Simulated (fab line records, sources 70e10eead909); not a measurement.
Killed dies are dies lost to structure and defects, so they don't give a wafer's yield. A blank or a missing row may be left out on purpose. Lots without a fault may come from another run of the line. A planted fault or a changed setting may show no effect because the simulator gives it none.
fab line records | flow nand_harc
record lots=6 wafers=18 last_day=24
route steps=1159 shown A_SLIT@788 END@1159
lots that met no fault: from a run of the same line without faults
start_h: hours from the record's first day to the start of the lot's first wafer shown | wait_h: hours since the lot's step before | " the same as in the row above | L1.1+2: a row that stands for several wafers | - no value, or no start given | * or withheld: withheld | < > ~ a bound
route shown NAME@n: a module of which the file shows steps, and the number in the route of the first | usual: mean/standard deviation of fault-free wafers | same: alike in all rows | chamber/n: place in a boat | sites: the reading at each site | _std_site: their standard deviation | _edge_site: outer sites' mean less inner sites' | radius_mm: how far each site lies from the wafer's centre | mask NAME#n: copy n | behind: the tool/chamber that last shaped the wafer | hold: why the lot was held/for how many hours/how that ended | device: the transistor (n, p or np) that didn't switch | end of line: the same wafers' tests at the end of the route | a step without rows: its recipe alone | killed: dies lost to structure and defects at the first sort, not the wafer's yield | map: a wafer's dies, x killed, . not, _ none there
set.NAME: the setting as run; set.NAME@STEP: as run at that earlier step | model.NAME: the simulator's own value behind a step, which no gauge read
lots at some steps of the route; a table a step, a row a wafer
services: from which hour (start_h, from the record's first day; less than 0 if before it) a tool's chamber was out of use, for how many hours, and why
## steps
# step NHARC_A_SLIT_PEB_07
# recipe peb_temp_c=100 peb_time_s=65
# step NHARC_A_SLIT_DEVELOP_08
# recipe develop_time_s=35 dev_temp_c=23
# step NHARC_A_SLIT_CD_MEAS_09
# recipe target_cd_nm=300 landing_energy_ev=500
# usual cd_nm=300.0/0.61
# columns lot.wafer tool chamber start_h wait_h cd_nm
L956.1 cd_sem-01 0 380.29 - 300.1
L956.3 " 0 " " 300.4
L956.5 " 0 " " 299.9
L954.2 cd_sem-02 0 380.50 - 300.9
L954.3 " 0 " " 300.7
L954.4 " 0 " " 301.2
L958.1 cd_sem-01 0 392.53 - 300.0
L958.2 " 0 " " 299.3
L958.6 " 0 " " 299.9
L960.1 cd_sem-02 0 409.95 - 300.6
L960.2 " 0 " " 301.0
L960.5 " 0 " " 300.2
L959.2 cd_sem-02 0 411.66 - 299.6
L959.3 " 0 " " 300.2
L959.5 " 0 " " 300.5
L968.2 cd_sem-02 0 461.01 - 301.1
L968.3 " 0 " " 299.8
L968.4 " 0 " " 300.6
# step NHARC_A_SLIT_OVL_MEAS_10
# usual overlay_x_nm=-0.1/0.65 overlay_y_nm=0.0/0.95
# columns lot.wafer tool chamber start_h wait_h overlay_x_nm overlay_y_nm
L956.1 overlay-02 - 380.38 - -1.1 0.8
L956.3 " - " " -0.8 1.1
L956.5 " - " " -1.1 0.7
L954.2 overlay-01 - 380.59 - 0.4 1.1
L954.3 " - " " 1.3 1.4
L954.4 " - " " 0.9 1.6
L958.1 overlay-02 - 392.62 - -0.1 0.1
L958.2 " - " " -0.4 0.3
L958.6 " - " " -0.3 0.5
L960.1 overlay-01 - 410.04 - 0.3 -0.3
L960.2 " - " " 1.0 -0.3
L960.5 " - " " 0.5 -0.1
L959.2 overlay-01 - 411.74 - -0.6 0.1
L959.3 " - " " -0.8 0.0
L959.5 " - " " -0.6 -0.2
L968.2 overlay-02 - 461.09 - -0.7 0.2
L968.3 " - " " 0.2 0.3
L968.4 " - " " 0.0 0.3
# step NHARC_A_SLIT_INSPECT_11
# usual raw_defect_count=22/11
# columns lot.wafer tool chamber start_h wait_h raw_defect_count
L956.1 defect_inspect-01 - 380.42 0.0 31
L956.3 " - " " 32
L956.5 " - " " 19
L954.2 defect_inspect-01 - 380.62 0.0 35
L954.3 " - " " 14
L954.4 " - " " 39
L958.1 defect_inspect-02 - 392.66 0.0 14
L958.2 " - " " 13
L958.6 " - " " 14
L960.1 defect_inspect-02 - 410.08 0.0 8
L960.2 " - " " 19
L960.5 " - " " 15
L959.2 defect_inspect-01 - 411.78 0.0 35
L959.3 " - " " 29
L959.5 " - " " 33
L968.2 defect_inspect-01 - 461.13 0.0 18
L968.3 " - " " 16
L968.4 " - " " 18
# step NHARC_A_SLIT_DESCUM_14
# recipe time_s=3 o2_flow_sccm=200 ar_flow_sccm=0 bias_power_w=0 chemistry=O2
# usual drypump_motor_current_A=5.8/0.37 o2_flow_sccm=200.0/0.63 oes_product_au=0.994/0.0091 rf_vpp_V=57.7/0.9 showerhead_plenum_p_Torr=1.93/0.094 throttle_valve_pct=11.311/0.0085
# columns lot.wafer tool chamber start_h wait_h drypump_motor_current_A o2_flow_sccm oes_product_au rf_hours_counter_h rf_vpp_V showerhead_plenum_p_Torr throttle_valve_pct
L956.1 rie_diel-13 3 380.50 0.1 5.8 200.5 0.980 2 58.4 1.95 11.303
L956.3 " 0 " " 4.7 199.3 1.011 4 58.3 1.89 11.315
L956.5 " 2 " " 6.3 199.3 0.999 - 57.7 2.05 11.328
L954.4 rie_diel-06 0 380.68 0.1 5.4 200.2 0.988 9 58.4 1.79 11.307
L954.3 " 2 " " 5.8 200.1 0.996 9 58.0 2.03 11.316
L954.2 " 3 " " 5.7 200.4 1.013 10 58.5 1.96 11.311
L958.2 rie_diel-01 1 392.72 0.1 6.0 199.5 0.988 6 57.3 1.95 11.306
L958.1 " 3 " " 5.9 201.2 0.999 6 56.6 1.77 11.307
L958.6 " 1 " " 6.0 200.0 0.988 - 58.6 1.95 11.323
L960.2 rie_diel-06 2 410.14 0.1 5.8 199.2 0.974 11 58.5 2.02 11.315
L960.1 " 1 " " 5.6 200.6 0.994 11 56.2 1.81 11.303
L960.5 " 3 " " 5.7 199.9 1.012 - 59.0 1.96 11.303
L959.2 rie_diel-01 2 411.85 0.1 6.0 198.6 1.002 7 57.5 2.02 11.302
L959.3 " 3 " " 5.8 199.4 1.001 8 58.1 1.77 11.315
L959.5 " 1 " " 6.0 199.4 0.987 - 56.7 1.95 11.315
L968.2 rie_diel-06 0 461.19 0.1 5.4 199.3 0.979 2 56.0 1.79 11.302
L968.3 " 3 " " 5.8 199.2 0.993 2 58.4 1.96 11.315
L968.4 " 2 " " 5.8 200.2 1.003 - 58.2 2.02 11.325
# step NHARC_A_SLIT_ETCH_24
# recipe target_depth_a=1210 time_s=60.5 cf4_flow_sccm=100 chf3_flow_sccm=30 ar_flow_sccm=0 rf_w=500 bias_w=200 chemistry=CF4/CHF3
# usual drypump_motor_current_A=5.7/0.39 oes_product_au=0.959/0.015 rf_vpp_V=371.0/2.6 showerhead_plenum_p_Torr=1.58/0.072 throttle_valve_pct=16.803/0.0083
# columns lot.wafer tool chamber start_h wait_h drypump_motor_current_A oes_product_au rf_hours_counter_h rf_vpp_V showerhead_plenum_p_Torr throttle_valve_pct
L956.1 rie_diel-13 0 380.57 0.1 4.7 0.992 4 370.2 1.56 16.809
L956.3 " 1 " " 5.9 0.964 3 369.2 1.57 16.805
L956.5 " 1 " " 5.9 0.959 - 370.4 1.57 16.801
L954.3 rie_diel-06 0 380.84 0.1 5.4 0.926 9 368.0 1.48 16.801
L954.4 " 1 " " 5.6 0.933 9 366.9 1.49 16.809
L954.2 " 2 " " 5.8 0.930 9 374.1 1.66 16.803
L958.2 rie_diel-01 2 392.81 0.1 6.0 0.960 6 373.6 1.66 16.818
L958.1 " 0 " " 6.1 0.976 6 375.4 1.68 16.793
L958.6 " 2 " " 6.0 0.965 - 374.3 1.66 16.801
L960.1 rie_diel-06 0 410.23 0.1 5.4 0.950 10 366.6 1.48 16.802
L960.2 " 2 " " 5.8 0.942 11 375.4 1.66 16.810
L960.5 " 3 " " 5.7 0.968 - 370.4 1.61 16.811
L959.2 rie_diel-01 1 411.94 0.1 6.0 0.948 7 372.6 1.60 16.798
L959.3 " 2 " " 6.0 0.964 7 373.2 1.66 16.796
L959.5 " 3 " " 5.8 0.979 - 367.2 1.46 16.796
L968.3 rie_diel-06 0 461.29 0.1 5.4 0.938 2 368.2 1.48 16.797
L968.2 " 2 " " 5.8 0.954 3 373.4 1.66 16.801
L968.4 " 3 " " 5.7 0.947 - 372.6 1.61 16.797
# step NHARC_A_SLIT_ETCH_15
# recipe target_depth_a=32000 over_etch_frac=0.3 time_s=832 ion_energy_ev=150 o2_flow_sccm=400 cos_flow_sccm=20 ar_flow_sccm=0 rf_w=500 bias_w=300 chemistry=O2/COS
# usual drypump_motor_current_A=5.8/0.38 o2_flow_sccm=400.0/1.3 oes_product_au=0.993/0.0095 rf_vpp_V=314.6/2.1 showerhead_plenum_p_Torr=3.15/0.15 throttle_valve_pct=28.331/0.0086
# columns lot.wafer tool chamber start_h wait_h drypump_motor_current_A o2_flow_sccm oes_product_au rf_hours_counter_h rf_vpp_V showerhead_plenum_p_Torr throttle_valve_pct
L956.1 rie_diel-13 3 - - 5.8 399.7 0.970 3 314.6 3.18 28.338
L956.3 " 0 " " 4.7 402.2 1.004 4 313.0 3.09 28.340
L956.5 " 3 " " 5.8 399.7 0.991 - 314.5 3.18 28.321
L954.2 rie_diel-06 2 - - 5.8 399.5 1.002 10 316.9 3.29 28.330
L954.3 " 3 " " 5.8 400.8 1.005 10 315.7 3.20 28.335
L954.4 " 0 " " 5.4 400.6 0.989 9 311.2 2.93 28.337
L958.1 rie_diel-01 3 - - 5.8 399.3 0.999 6 309.4 2.91 28.339
L958.2 " 2 " " 6.1 396.4 0.989 6 317.1 3.29 28.335
L958.6 " 0 " " 6.1 401.3 0.992 - 316.4 3.33 28.329
L960.1 rie_diel-06 0 - - 5.4 401.4 0.977 11 311.1 2.93 28.327
L960.2 " 2 " " 5.8 400.6 0.982 12 316.6 3.29 28.339
L960.5 " 0 " " 5.4 401.6 0.985 - 312.0 2.93 28.325
L959.3 rie_diel-01 0 - - 6.1 401.0 0.987 8 316.5 3.33 28.327
L959.2 " 1 " " 6.0 401.4 0.982 7 315.1 3.17 28.331
L959.5 " 0 " " 6.1 400.0 0.996 - 317.0 3.33 28.339
L968.3 rie_diel-06 3 - - 5.7 398.2 0.985 2 315.1 3.20 28.356
L968.2 " 0 " " 5.4 400.6 0.976 2 312.5 2.93 28.328
L968.4 " 3 " " 5.7 398.5 0.987 - 315.2 3.20 28.321
# step NHARC_A_SLIT_ETCH_17
# recipe bias_v=900 source_w=withheld pressure_mtorr=20 ar_flow_sccm=375 c4f8_flow_sccm=83.3 o2_flow_sccm=41.7 time_s=1687.5 target_depth_a=1.01e+05 chemistry=C4F8/O2/Ar
# usual drypump_motor_current_A=5.6/0.54 esc_clamp_current_uA=0.0212/0.00045 he_backside_leak_sccm=5.9/0.55 o2_flow_sccm=41.72/0.13 showerhead_plenum_p_Torr=3.68/0.062 throttle_valve_pct=32.045/0.0088
# columns lot.wafer tool chamber start_h wait_h drypump_motor_current_A esc_clamp_current_uA he_backside_leak_sccm o2_flow_sccm rf_hours_counter_h showerhead_plenum_p_Torr throttle_valve_pct
L956.1 har_etch-01 0 381.50 - 5.2 0.0209 5.2 41.88 30 3.65 32.050
L956.3 " 1 " " 5.7 0.0219 6.0 41.52 - 3.77 32.042
L956.5 " 1 " " 5.7 0.0219 6.1 41.44 - 3.77 32.032
L954.2 har_etch-02 0 381.80 - 5.0 0.0207 5.3 41.65 197 3.69 32.043
L954.4 " 1 " " 6.4 0.0214 6.0 41.83 - 3.61 32.050
L954.3 " 0 " " 5.0 0.0207 5.4 41.73 - 3.69 32.056
L958.1 har_etch-02 0 393.49 - 5.0 0.0207 5.7 41.76 202 3.69 32.042
L958.2 " 1 " " 6.4 0.0213 6.2 41.66 202 3.60 32.023
L958.6 " 1 394.74 - 6.4 0.0214 6.2 41.78 - 3.60 32.058
L960.2 har_etch-02 1 410.91 - 6.4 0.0213 6.3 41.74 207 3.60 32.028
L960.1 " 0 " " 5.0 0.0208 5.4 41.79 207 3.69 32.046
L960.5 " 1 " " 6.4 0.0213 6.1 41.76 - 3.60 32.049
L959.2 har_etch-01 1 412.61 - 5.7 0.0219 6.4 41.78 44 3.76 32.043
L959.3 " 0 " " 5.2 0.0208 5.2 41.89 - 3.64 32.056
L959.5 " 0 " " 5.2 0.0208 5.4 41.91 - 3.64 32.050
L968.2 har_etch-01 0 464.72 - 5.1 0.0209 5.6 41.76 68 3.63 32.036
L968.3 " 1 " " 5.7 0.0219 6.2 41.56 - 3.75 32.038
L968.4 " 0 " " 5.1 0.0209 5.4 41.72 - 3.63 32.037
# step NHARC_A_SLIT_ETCH_26
# recipe bias_v=400 source_w=2000 pressure_mtorr=25 time_s=90 ar_flow_sccm=375 c4f8_flow_sccm=41.7 o2_flow_sccm=83.3 target_depth_a=4000 chemistry=C4F8/O2/Ar
# usual drypump_motor_current_A=5.6/0.55 esc_clamp_current_uA=0.0212/0.00045 he_backside_leak_sccm=5.8/0.37 o2_flow_sccm=83.30/0.21 showerhead_plenum_p_Torr=3.71/0.064 throttle_valve_pct=27.620/0.0096
# columns lot.wafer tool chamber start_h wait_h drypump_motor_current_A esc_clamp_current_uA he_backside_leak_sccm o2_flow_sccm rf_hours_counter_h showerhead_plenum_p_Torr throttle_valve_pct
L956.1 har_etch-01 0 382.76 1.0 5.2 0.0208 5.5 83.36 31 3.68 27.602
L956.3 " 1 " " 5.7 0.0219 5.8 83.08 - 3.81 27.631
L956.5 " 1 " " 5.7 0.0219 5.9 83.50 - 3.81 27.618
L954.2 har_etch-02 0 383.07 1.0 5.0 0.0207 5.3 83.19 198 3.73 27.615
L954.4 " 1 " " 6.4 0.0213 6.2 83.24 - 3.64 27.628
L954.3 " 0 " " 5.0 0.0207 5.5 83.18 - 3.73 27.628
L958.1 har_etch-02 0 394.99 1.2 5.0 0.0208 6.0 83.41 203 3.72 27.628
L958.2 " 1 " " 6.4 0.0213 6.2 83.48 203 3.63 27.623
L958.6 " 1 " " 6.4 0.0213 6.0 83.04 - 3.63 27.629
L960.2 har_etch-02 1 412.42 1.3 6.4 0.0213 6.2 83.22 209 3.63 27.638
L960.1 " 0 " " 5.0 0.0207 5.6 83.09 209 3.72 27.620
L960.5 " 1 " " 6.4 0.0213 6.1 83.18 - 3.63 27.621
L959.2 har_etch-01 1 414.11 1.2 5.7 0.0219 6.0 83.47 46 3.80 27.609
L959.3 " 0 " " 5.2 0.0208 5.5 83.15 - 3.67 27.608
L959.5 " 0 " " 5.2 0.0208 5.6 83.31 - 3.67 27.605
L968.2 har_etch-01 0 466.00 1.0 5.2 0.0209 5.7 83.49 69 3.66 27.628
L968.3 " 1 " " 5.7 0.0218 6.2 82.82 - 3.79 27.622
L968.4 " 0 " " 5.2 0.0209 5.5 83.27 - 3.66 27.624
# step NHARC_A_SLIT_STRIP_28
# recipe o2_flow_sccm=400 cos_flow_sccm=20 ar_flow_sccm=0 bias_w=0 chemistry=O2/COS
# step NHARC_A_SLIT_ETCH_29
# recipe target_depth_a=1000 overetch_a=100 time_s=55 ion_energy_ev=100 cf4_flow_sccm=80 o2_flow_sccm=20 ar_flow_sccm=0 rf_w=300 bias_w=100 chemistry=CF4/O2
# step NHARC_A_SLIT_STRIP_18
# recipe o2_flow_sccm=500 ar_flow_sccm=0 bias_w=0 chemistry=O2
# usual bias_w=0/0 chamber_pressure_mTorr=59.99/0.062 drypump_motor_current_A=5.7/0.41 o2_flow_sccm=499.9/1.4 oes_product_au=0.993/0.01 rf_vpp_V=57.9/0.84 showerhead_plenum_p_Torr=3.56/0.16 throttle_valve_pct=17.036/0.0097
# columns lot.wafer tool chamber start_h wait_h bias_w chamber_pressure_mTorr drypump_motor_current_A o2_flow_sccm oes_product_au rf_hours_counter_h rf_vpp_V showerhead_plenum_p_Torr throttle_valve_pct
L956.3 rie_diel-01 2 383.46 - - - - - - - - - -
L956.1 " 0 " " - - - - - - - - -
L956.5 " 2 " " - - - - - - - - -
L954.4 rie_diel-06 0 383.74 - - - - - - - - - -
L954.2 " 1 " " - - - - - - - - -
L954.3 " 2 " " - - - - - - - - -
L958.1 rie_diel-06 3 395.88 - 0 59.98 5.8 499.1 1.000 11 58.8 3.62 17.051
L958.2 " 1 " " 0 60.03 5.6 502.5 0.987 10 57.8 3.35 17.045
L958.6 " 0 " " 0 60.00 5.4 497.7 0.956 - 57.3 3.32 17.027
L960.1 rie_diel-13 3 413.17 - 0 59.99 5.8 498.7 0.984 5 58.1 3.59 17.037
L960.2 " 0 " " 0 59.99 4.7 501.1 1.006 6 58.2 3.49 17.039
L960.5 " 2 " " 0 60.05 6.3 498.7 1.001 - 56.8 3.77 17.020
L959.3 rie_diel-13 0 414.87 - 0 60.17 4.7 500.7 0.999 6 57.8 3.49 17.041
L959.2 " 1 " " 0 60.02 5.9 496.8 0.992 6 57.3 3.51 17.047
L959.5 " 3 " " 0 59.96 5.8 499.0 0.988 - 58.0 3.60 17.040
L968.2 rie_diel-01 3 466.67 - 0 59.93 5.8 496.9 0.977 13 57.9 3.28 17.032
L968.3 " 0 " " 0 60.02 6.1 499.5 0.997 14 58.6 3.75 17.017
L968.4 " 2 " " 0 59.97 6.1 497.4 0.976 12 57.1 3.71 17.022
# step NHARC_A_SLIT_PRECLEAN_19
# recipe time_s=* temp_c=50 bath_age_min=0 chemistry=SC1
# step NHARC_END_SORT_01
# recipe temp_c=25
# usual killed_at_array=29/11 killed_at_other=0.7/1.1 killed_at_periphery=3.1/2 killed_dies=33/11 killed_open=3.5/1.8 killed_short=2.0/1.4
# same gross_dies=677
# columns lot.wafer tool chamber start_h wait_h killed_at_array killed_at_other killed_at_periphery killed_dies killed_open killed_short
L954.2 prober-01 0 505.23 2.8 672 3 2 677 3 1
L954.3 prober-01 0 506.03 3.1 675 1 1 677 4 0
L954.4 prober-01 0 506.83 3.4 672 1 4 677 3 3
L956.1 prober-02 0 507.51 2.5 671 0 6 677 5 1
L956.3 prober-02 0 509.13 3.1 674 1 2 677 5 3
L956.5 prober-02 0 510.74 3.7 674 0 3 677 5 2
# killed by level:class
L954.2 A_SLIT:area_strip=634 A_CHANNEL_HOLE_D1:chamber_film_flake=16 A_SLIT:chamber_film_flake=9 A_STAIRCASE:chamber_film_flake=6 THIN_TSV:chamber_film_flake=3 A_CONTACT:geometric_particle:open=2 P_GATE:chamber_film_flake=2 A_ZERO_WELL:chamber_film_flake=2
L954.3 A_SLIT:area_strip=638 A_SLIT:chamber_film_flake=16 A_CHANNEL_HOLE_D1:chamber_film_flake=7 A_STAIRCASE:chamber_film_flake=5 A_ZERO_WELL:chamber_film_flake=2 A_BONDPAD:chamber_film_flake=2 P_M0:geometric_particle:open=1 A_CHANNEL_FILL_D1:geometric_particle:open=1
L954.4 A_SLIT:area_strip=624 A_SLIT:chamber_film_flake=14 A_CHANNEL_HOLE_D1:chamber_film_flake=13 A_STAIRCASE:chamber_film_flake=8 P_GATE:chamber_film_flake=4 A_ZERO_WELL:chamber_film_flake=3 A_WL_FILL:chamber_film_flake=3 A_CONTACT:geometric_particle:open=2
L956.1 A_SLIT:area_strip=642 A_CHANNEL_HOLE_D1:chamber_film_flake=16 P_GATE:chamber_film_flake=3 A_BONDPAD:chamber_film_flake=3 A_CONTACT:chamber_film_flake=2 P_CONTACT:geometric_particle:open=1 P_M1:geometric_particle:open=1 A_SOURCE_PLATE:geometric_particle:open=1
L956.3 A_SLIT:area_strip=637 A_CHANNEL_HOLE_D1:chamber_film_flake=16 A_WL_FILL:chamber_film_flake=5 A_BONDPAD:chamber_film_flake=4 A_STAIRCASE:chamber_film_flake=4 A_CHANNEL_FILL_D1:geometric_particle:open=2 A_CONTACT:chamber_film_flake=2 P_M2:geometric_particle:open=1
L956.5 A_SLIT:area_strip=649 A_CHANNEL_HOLE_D1:chamber_film_flake=9 P_GATE:chamber_film_flake=3 A_CONTACT:chamber_film_flake=3 A_CHANNEL_FILL_D1:geometric_particle:open=2 A_CONTACT:geometric_particle:open=2 A_STAIRCASE:chamber_film_flake=2 A_M0:chamber_film_flake=2
# map L954.2 (x killed, . not)
____________x____________
_________xxxxxxx_________
_______xxxxxxxxxxx_______
______xxxxxxxxxxxxx______
_____xxxxxxxxxxxxxxx_____
____xxxxxxxxxxxxxxxxx____
____xxxxxxxxxxxxxxxxx____
___xxxxxxxxxxxxxxxxxxx___
___xxxxxxxxxxxxxxxxxxx___
__xxxxxxxxxxxxxxxxxxxxx__
__xxxxxxxxxxxxxxxxxxxxx__
_xxxxxxxxxxxxxxxxxxxxxxx_
_xxxxxxxxxxxxxxxxxxxxxxx_
_xxxxxxxxxxxxxxxxxxxxxxx_
_xxxxxxxxxxxxxxxxxxxxxxx_
_xxxxxxxxxxxxxxxxxxxxxxx_
xxxxxxxxxxxxxxxxxxxxxxxxx
xxxxxxxxxxxxxxxxxxxxxxxxx
xxxxxxxxxxxxxxxxxxxxxxxxx
xxxxxxxxxxxxxxxxxxxxxxxxx
xxxxxxxxxxxxxxxxxxxxxxxxx
_xxxxxxxxxxxxxxxxxxxxxxx_
_xxxxxxxxxxxxxxxxxxxxxxx_
_xxxxxxxxxxxxxxxxxxxxxxx_
_xxxxxxxxxxxxxxxxxxxxxxx_
_xxxxxxxxxxxxxxxxxxxxxxx_
__xxxxxxxxxxxxxxxxxxxxx__
__xxxxxxxxxxxxxxxxxxxxx__
___xxxxxxxxxxxxxxxxxxx___
___xxxxxxxxxxxxxxxxxxx___
____xxxxxxxxxxxxxxxxx____
____xxxxxxxxxxxxxxxxx____
_____xxxxxxxxxxxxxxx_____
______xxxxxxxxxxxxx______
_______xxxxxxxxxxx_______
_________xxxxxxx_________
____________x____________
# map L956.1 (x killed, . not)
____________x____________
_________xxxxxxx_________
_______xxxxxxxxxxx_______
______xxxxxxxxxxxxx______
_____xxxxxxxxxxxxxxx_____
____xxxxxxxxxxxxxxxxx____
____xxxxxxxxxxxxxxxxx____
___xxxxxxxxxxxxxxxxxxx___
___xxxxxxxxxxxxxxxxxxx___
__xxxxxxxxxxxxxxxxxxxxx__
__xxxxxxxxxxxxxxxxxxxxx__
_xxxxxxxxxxxxxxxxxxxxxxx_
_xxxxxxxxxxxxxxxxxxxxxxx_
_xxxxxxxxxxxxxxxxxxxxxxx_
_xxxxxxxxxxxxxxxxxxxxxxx_
_xxxxxxxxxxxxxxxxxxxxxxx_
xxxxxxxxxxxxxxxxxxxxxxxxx
xxxxxxxxxxxxxxxxxxxxxxxxx
xxxxxxxxxxxxxxxxxxxxxxxxx
xxxxxxxxxxxxxxxxxxxxxxxxx
xxxxxxxxxxxxxxxxxxxxxxxxx
_xxxxxxxxxxxxxxxxxxxxxxx_
_xxxxxxxxxxxxxxxxxxxxxxx_
_xxxxxxxxxxxxxxxxxxxxxxx_
_xxxxxxxxxxxxxxxxxxxxxxx_
_xxxxxxxxxxxxxxxxxxxxxxx_
__xxxxxxxxxxxxxxxxxxxxx__
__xxxxxxxxxxxxxxxxxxxxx__
___xxxxxxxxxxxxxxxxxxx___
___xxxxxxxxxxxxxxxxxxx___
____xxxxxxxxxxxxxxxxx____
____xxxxxxxxxxxxxxxxx____
_____xxxxxxxxxxxxxxx_____
______xxxxxxxxxxxxx______
_______xxxxxxxxxxx_______
_________xxxxxxx_________
____________x____________
## services
# columns tool chamber start_h hours kind
rie_diel-06 2 367.39 9.9 repair
rie_diel-06 0 372.73 - clean
rie_diel-06 1 372.73 - clean
rie_diel-06 3 372.73 - clean
rie_diel-13 0 373.37 1.5 repair
rie_diel-13 - 385.92 1.1 repair
rie_diel-06 0 397.23 - clean
rie_diel-06 1 397.23 - clean
rie_diel-06 2 397.23 - clean
rie_diel-06 3 397.23 - clean
rie_diel-06 - 418.20 9.0 pm
rie_diel-06 0 418.20 9.0 vent_cycle
rie_diel-06 1 418.20 10.2 vent_cycle
rie_diel-06 2 418.20 9.0 vent_cycle
rie_diel-06 3 418.20 9.0 vent_cycle
rie_diel-13 1 424.35 4.3 repair
rie_diel-06 0 427.20 - clean
rie_diel-06 2 427.20 - clean
rie_diel-06 3 427.20 - clean
rie_diel-06 3 435.49 3.0 repair
rie_diel-13 2 446.51 4.8 repair
rie_diel-06 0 451.70 - clean
rie_diel-13 - 453.00 9.0 pm
rie_diel-06 1 459.81 8.5 repair
## key
first_sign step=NHARC_A_SLIT_STRIP_18 reading=tool_record direction=missing
effect step=NHARC_END_SORT_01 reading=killed_dies direction=up sigmas=61 usual=33 struck=677
more_kills_born_at NHARC_A_SLIT_STRIP_18@rie_diel-01=1928 NHARC_A_SLIT_STRIP_18@rie_diel-06=1896
met_at NHARC_A_SLIT_STRIP_18
struck_wafers L954.2,L954.3,L954.4,L956.1,L956.3,L956.5
later_rows_left_out L954.2,L954.3,L954.4,L956.1,L956.3,L956.5
tester_left_out L954,L956
fault kind=skipped_step_whole tool=rie_diel-01,rie_diel-06 chamber=- onset_h=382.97 steps=NHARC_A_SLIT_STRIP_18 scope=struck_lots_only
# tester_left_out: of these lots the tester's yield and bins aren't shown, on N5 and GAA mostly nor the transistor test; their killed dies are dies lost to structure and defects alone, not to doping, threshold or leakage, so they don't give the yield
# later_rows_left_out: the simulator's readings of these wafers behind a module that went badly wrong aren't trusted and aren't shown, but for the sort
